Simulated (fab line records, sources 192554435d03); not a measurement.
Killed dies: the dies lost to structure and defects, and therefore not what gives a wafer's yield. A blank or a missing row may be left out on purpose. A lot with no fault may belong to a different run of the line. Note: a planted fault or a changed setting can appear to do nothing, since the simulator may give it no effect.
Matching of chambers    flow n5-finfet    N5_BEOL_M6_PECVD_70 on pecvd-02 has 3 sister chambers
The step deposits SiO2 from TEOS/O2, target thk 20 nm, time 22.7 s. 6 wafers are shown with their chamber, then 9 later ones without.

## EACH WAFER AND ITS CHAMBER
wafer   chamber  showerhead-plenum-p-Torr (Torr)  throttle-valve-pct (%)
L084.5  0        8.71                             23.6
L091.1  2        8.88                             22.8
L091.4  0        8.70                             23.4
L090.2  1        8.79                             23.3
L090.5  2        8.85                             22.6
L090.6  1        8.79                             23.5

## WAFERS WITHOUT THEIR CHAMBER
wafer   showerhead-plenum-p-Torr (Torr)  throttle-valve-pct (%)
L094.2  8.71                             23.5
L094.3  8.80                             23.4
L094.5  8.89                             22.4
L095.4  8.88                             22.9
L095.5  8.80                             23.3
L095.6  8.67                             23.4
L096.2  8.77                             23.1
L096.3  8.70                             23.7
L096.6  8.88                             23.0

## WHICH CHAMBER EACH WENT THROUGH
wafer   from the rows above  in truth
L094.2  0                    0
L094.3  1                    1
L094.5  2                    2
L095.4  2                    2
L095.5  1                    1
L095.6  0                    0
L096.2  1                    1
L096.3  0                    0
L096.6  2                    2
9 of 9 placed correctly. Number that these rows cannot place: 0. 0 placed wrongly.
How it was worked out, from the rows above alone: a wafer's distance from a chamber is the root of the sum, over the readings, of the square of ((its reading less the chamber's mean) divided by the reading's scatter). The wafer belongs to the nearest chamber; if the next one is less than 2 further off, it can't be placed. A chamber's mean is the mean of its shown wafers. How the scatter is found: for the shown wafers, subtract from each reading the mean of its chamber, square and add these, divide the total by (wafers less chambers), then take the root.
